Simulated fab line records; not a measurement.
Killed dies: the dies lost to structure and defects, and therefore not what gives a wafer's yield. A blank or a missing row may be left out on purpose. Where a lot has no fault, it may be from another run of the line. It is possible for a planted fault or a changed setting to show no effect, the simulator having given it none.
Which tool is to blame?	flow nand_harc	route of 1159 steps, sampled at 1 step: 6 lots, 18 wafers

WHAT THE GAUGES READ, wafer by wafer
NHARC_A_SLIT_CD_MEAS_09: the cd target is 300 nm.
lot	measured	on	cd_nm (nm)
L125	day 14 21:20	cd_sem-03	300.3 300.3 300.6
L127	day 15 06:40	cd_sem-02	300.4 300.0 300.2
L128	day 16 02:08	cd_sem-01	300.1 299.7 299.9
L135	day 17 14:57	cd_sem-01	299.7 299.9 300.4
L144	day 19 13:43	cd_sem-01	301.4 300.4 299.8
L145	day 20 09:44	cd_sem-02	300.0 299.8 299.6

WHAT TOOL EACH LOT RAN ON (gives the tool, then ch and the chambers of the sampled wafers, and finally the start)
Before these readings, the record contains no process step.

THE ANSWER, worked out from the rows above alone
Rule: usual is defined by the lots themselves. The widest of any qualifying gaps counts: lots, ordered by their means at a reading, are off when they make up no more than a third of the lots, leave a main group of 4 or more, and stand apart from it by 3 or more times the standard deviation of that group's means. A main group whose means are all the same, to the digits that the tables above print for the reading, isn't used. Also off: a lot with no number at a reading for which 4 or more lots have one. All remaining lots with rows at the step are treated as sound.
Nothing can be told from this: no lot is off at any reading shown.

WHAT THE SIMULATOR HAD PUT IN
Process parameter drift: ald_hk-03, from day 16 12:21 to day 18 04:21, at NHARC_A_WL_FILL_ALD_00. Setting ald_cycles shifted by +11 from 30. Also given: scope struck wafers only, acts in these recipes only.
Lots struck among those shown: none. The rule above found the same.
